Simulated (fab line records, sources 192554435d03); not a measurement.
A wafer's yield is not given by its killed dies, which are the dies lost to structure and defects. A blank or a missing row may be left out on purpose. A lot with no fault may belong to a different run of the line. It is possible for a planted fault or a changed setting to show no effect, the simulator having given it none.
Which tool is to blame? || flow n5 finfet || 33 wafers from 11 lots sampled at 4 of the route's 1938 steps

== WHAT THE GAUGES READ, wafer by wafer ==
N5_PASSIVATION_OVL_MEAS_66.
{"lot": "L954", "measured": "day 11 21:10", "on": "overlay-01", "PASS_OPEN_OVL (nm)": "10 4 1"}
{"lot": "L956", "measured": "day 12 17:25", "on": "overlay-01", "PASS_OPEN_OVL (nm)": "6 8 3"}
{"lot": "L958", "measured": "day 12 23:22", "on": "overlay-01", "PASS_OPEN_OVL (nm)": "-4 -3 -5"}
{"lot": "L960", "measured": "day 13 10:37", "on": "overlay-02", "PASS_OPEN_OVL (nm)": "8 7 10"}
{"lot": "L961", "measured": "day 13 18:47", "on": "overlay-01", "PASS_OPEN_OVL (nm)": "3 3 9"}
{"lot": "L964", "measured": "day 14 10:38", "on": "overlay-01", "PASS_OPEN_OVL (nm)": "6 4 1"}
{"lot": "L965", "measured": "day 15 09:28", "on": "overlay-02", "PASS_OPEN_OVL (nm)": "3 1 4"}
{"lot": "L971", "measured": "day 16 23:42", "on": "overlay-01", "PASS_OPEN_OVL (nm)": "-6 -1 0"}
{"lot": "L974", "measured": "day 17 19:28", "on": "overlay-02", "PASS_OPEN_OVL (nm)": "12 4 8"}
{"lot": "L976", "measured": "day 18 11:33", "on": "overlay-01", "PASS_OPEN_OVL (nm)": "15 12 16"}
{"lot": "L977", "measured": "day 18 22:06", "on": "overlay-01", "PASS_OPEN_OVL (nm)": "7 5 15"}

== WHICH TOOL RAN EACH LOT (tool, then ch and the chambers of the sampled wafers, then the start) ==
{"lot": "L954", "N5_BEOL_M11_SPUTTER_48": "pvd sputter-02, day 10 05:29", "N5_PASSIVATION_AL_DEP_21": "pvd sputter-01, day 11 18:53", "N5_PASSIVATION_ETCH_59": "rie metal-02 ch 0,1, day 11 19:58"}
{"lot": "L956", "N5_BEOL_M11_SPUTTER_48": "pvd sputter-01, day 10 19:41", "N5_PASSIVATION_AL_DEP_21": "pvd sputter-03, day 12 15:04", "N5_PASSIVATION_ETCH_59": "rie metal-01 ch 0,1, day 12 16:07"}
{"lot": "L958", "N5_BEOL_M11_SPUTTER_48": "pvd sputter-01, day 11 04:28", "N5_PASSIVATION_AL_DEP_21": "pvd sputter-03, day 12 20:56", "N5_PASSIVATION_ETCH_59": "rie metal-02 ch 0,1, day 12 21:58"}
{"lot": "L960", "N5_BEOL_M11_SPUTTER_48": "pvd sputter-03, day 11 21:17", "N5_PASSIVATION_AL_DEP_21": "pvd sputter-03, day 13 08:13", "N5_PASSIVATION_ETCH_59": "rie metal-01 ch 0,1, day 13 09:16"}
{"lot": "L961", "N5_BEOL_M11_SPUTTER_48": "pvd sputter-03, day 12 07:36", "N5_PASSIVATION_AL_DEP_21": "pvd sputter-03, day 13 16:17", "N5_PASSIVATION_ETCH_59": "rie metal-03 ch 0,1, day 13 17:27"}
{"lot": "L964", "N5_BEOL_M11_SPUTTER_48": "pvd sputter-03, day 12 20:22", "N5_PASSIVATION_AL_DEP_21": "pvd sputter-01, day 14 07:10", "N5_PASSIVATION_ETCH_59": "rie metal-02 ch 0,1, day 14 08:54"}
{"lot": "L965", "N5_BEOL_M11_SPUTTER_48": "pvd sputter-03, day 13 17:40", "N5_PASSIVATION_AL_DEP_21": "pvd sputter-01, day 15 06:48", "N5_PASSIVATION_ETCH_59": "rie metal-03 ch 0,1, day 15 07:58"}
{"lot": "L971", "N5_BEOL_M11_SPUTTER_48": "pvd sputter-02, day 15 06:13", "N5_PASSIVATION_AL_DEP_21": "pvd sputter-01, day 16 21:10", "N5_PASSIVATION_ETCH_59": "rie metal-03 ch 0,1, day 16 22:23"}
{"lot": "L974", "N5_BEOL_M11_SPUTTER_48": "pvd sputter-01, day 16 02:26", "N5_PASSIVATION_AL_DEP_21": "pvd sputter-01, day 17 16:52", "N5_PASSIVATION_ETCH_59": "rie metal-01 ch 1, day 17 18:02"}
{"lot": "L976", "N5_BEOL_M11_SPUTTER_48": "pvd sputter-03, day 16 20:34", "N5_PASSIVATION_AL_DEP_21": "pvd sputter-01, day 18 09:10", "N5_PASSIVATION_ETCH_59": "rie metal-01 ch 1, day 18 10:12"}
{"lot": "L977", "N5_BEOL_M11_SPUTTER_48": "pvd sputter-01, day 17 09:29", "N5_PASSIVATION_AL_DEP_21": "pvd sputter-03, day 18 19:52", "N5_PASSIVATION_ETCH_59": "rie metal-02 ch 0,1, day 18 20:55"}
- N5_BEOL_M11_SPUTTER_48: material Cu, target thk 12 nm, time 2 s.
- N5_PASSIVATION_AL_DEP_21: deposits Al, target thk 2800 nm, time 170 s.
- N5_PASSIVATION_ETCH_59: etches TaN in Cl2/BCl3, target depth 65 nm, time 34.9 s.

== WHAT THE TOOLS THEMSELVES READ (means of the sampled wafers that have a number; where no wafer has one, the mark that the record gives instead) ==
N5_BEOL_M11_SPUTTER_48.
{"lot": "L954", "tool": "pvd sputter-02", "substrate temp c (C)": -20.02, "throttle valve pct (%)": 29.7}
{"lot": "L956", "tool": "pvd sputter-01", "substrate temp c (C)": -20.02, "throttle valve pct (%)": 29.7}
{"lot": "L958", "tool": "pvd sputter-01", "substrate temp c (C)": -20.11, "throttle valve pct (%)": 29.6}
{"lot": "L960", "tool": "pvd sputter-03", "substrate temp c (C)": -19.93, "throttle valve pct (%)": 29.9}
{"lot": "L961", "tool": "pvd sputter-03", "substrate temp c (C)": -19.97, "throttle valve pct (%)": 30.3}
{"lot": "L964", "tool": "pvd sputter-03", "substrate temp c (C)": -19.95, "throttle valve pct (%)": 30.2}
{"lot": "L965", "tool": "pvd sputter-03", "substrate temp c (C)": -19.90, "throttle valve pct (%)": 29.9}
{"lot": "L971", "tool": "pvd sputter-02", "substrate temp c (C)": -20.08, "throttle valve pct (%)": 29.5}
{"lot": "L974", "tool": "pvd sputter-01", "substrate temp c (C)": -20.05, "throttle valve pct (%)": 29.5}
{"lot": "L976", "tool": "pvd sputter-03", "substrate temp c (C)": -19.94, "throttle valve pct (%)": 29.6}
{"lot": "L977", "tool": "pvd sputter-01", "substrate temp c (C)": -19.99, "throttle valve pct (%)": 30.1}

N5_PASSIVATION_AL_DEP_21.
{"lot": "L954", "tool": "pvd sputter-01", "substrate temp c (C)": 400.19, "throttle valve pct (%)": 30.1}
{"lot": "L956", "tool": "pvd sputter-03", "substrate temp c (C)": 400.06, "throttle valve pct (%)": 30.7}
{"lot": "L958", "tool": "pvd sputter-03", "substrate temp c (C)": 400.09, "throttle valve pct (%)": 31.0}
{"lot": "L960", "tool": "pvd sputter-03", "substrate temp c (C)": 399.96, "throttle valve pct (%)": 30.7}
{"lot": "L961", "tool": "pvd sputter-03", "substrate temp c (C)": 400.15, "throttle valve pct (%)": 30.4}
{"lot": "L964", "tool": "pvd sputter-01", "substrate temp c (C)": 399.91, "throttle valve pct (%)": 30.0}
{"lot": "L965", "tool": "pvd sputter-01", "substrate temp c (C)": 400.06, "throttle valve pct (%)": 29.9}
{"lot": "L971", "tool": "pvd sputter-01", "substrate temp c (C)": 399.90, "throttle valve pct (%)": 30.2}
{"lot": "L974", "tool": "pvd sputter-01", "substrate temp c (C)": 400.06, "throttle valve pct (%)": 29.5}
{"lot": "L976", "tool": "pvd sputter-01", "substrate temp c (C)": 399.94, "throttle valve pct (%)": 29.9}
{"lot": "L977", "tool": "pvd sputter-03", "substrate temp c (C)": 400.15, "throttle valve pct (%)": 30.9}

N5_PASSIVATION_ETCH_59.
{"lot": "L954", "tool": "rie metal-02", "drypump motor current A (A)": 5.37, "he backside leak sccm (sccm)": 3.58, "oes product au (a.u.)": 0.88, "throttle valve pct (%)": 21.19}
{"lot": "L956", "tool": "rie metal-01", "drypump motor current A (A)": 5.78, "he backside leak sccm (sccm)": 3.22, "oes product au (a.u.)": 0.78, "throttle valve pct (%)": 20.97}
{"lot": "L958", "tool": "rie metal-02", "drypump motor current A (A)": 5.41, "he backside leak sccm (sccm)": 3.57, "oes product au (a.u.)": 0.86, "throttle valve pct (%)": 21.21}
{"lot": "L960", "tool": "rie metal-01", "drypump motor current A (A)": 5.66, "he backside leak sccm (sccm)": 3.37, "oes product au (a.u.)": 0.80, "throttle valve pct (%)": 20.95}
{"lot": "L961", "tool": "rie metal-03", "drypump motor current A (A)": 5.38, "he backside leak sccm (sccm)": 3.63, "oes product au (a.u.)": 0.69, "throttle valve pct (%)": 21.38}
{"lot": "L964", "tool": "rie metal-02", "drypump motor current A (A)": 5.43, "he backside leak sccm (sccm)": 3.69, "oes product au (a.u.)": 0.85, "throttle valve pct (%)": 21.21}
{"lot": "L965", "tool": "rie metal-03", "drypump motor current A (A)": 5.31, "he backside leak sccm (sccm)": 3.80, "oes product au (a.u.)": 0.82, "throttle valve pct (%)": 21.13}
{"lot": "L971", "tool": "rie metal-03", "drypump motor current A (A)": 5.39, "he backside leak sccm (sccm)": 3.60, "oes product au (a.u.)": 0.87, "throttle valve pct (%)": 21.06}
{"lot": "L974", "tool": "rie metal-01", "drypump motor current A (A)": 5.56, "he backside leak sccm (sccm)": 3.44, "oes product au (a.u.)": 0.80, "throttle valve pct (%)": 20.93}
{"lot": "L976", "tool": "rie metal-01", "drypump motor current A (A)": 5.58, "he backside leak sccm (sccm)": 3.53, "oes product au (a.u.)": 0.80, "throttle valve pct (%)": 20.94}
{"lot": "L977", "tool": "rie metal-02", "drypump motor current A (A)": 5.37, "he backside leak sccm (sccm)": 3.57, "oes product au (a.u.)": 0.82, "throttle valve pct (%)": 21.22}

== THE ANSWER, worked out from the rows above alone ==
Rule: usual is defined by the lots themselves. Put in order of their means at a reading, lots are off if they are a third of the lots or fewer, leave a main group of 4 or more, and stand apart from it by a gap of 3 or more times the standard deviation of the main group's means; of several such gaps the widest counts. A main group whose means are all the same, to the digits that the tables above print for the reading, isn't used. Also off: a lot with no number at a reading for which 4 or more lots have one. Where the step has rows for the other lots, those lots are counted as sound. First the gauges in route order, then the tools' own readings, where a lot's mean is used as printed above. The first step at which some lot is off is used, and at that step the reading that is off furthest; a lot without a number counts as furthest.
Across all readings shown, no lot is off: no conclusion can be drawn from this.

== WHAT THE SIMULATOR HAD INSERTED ==
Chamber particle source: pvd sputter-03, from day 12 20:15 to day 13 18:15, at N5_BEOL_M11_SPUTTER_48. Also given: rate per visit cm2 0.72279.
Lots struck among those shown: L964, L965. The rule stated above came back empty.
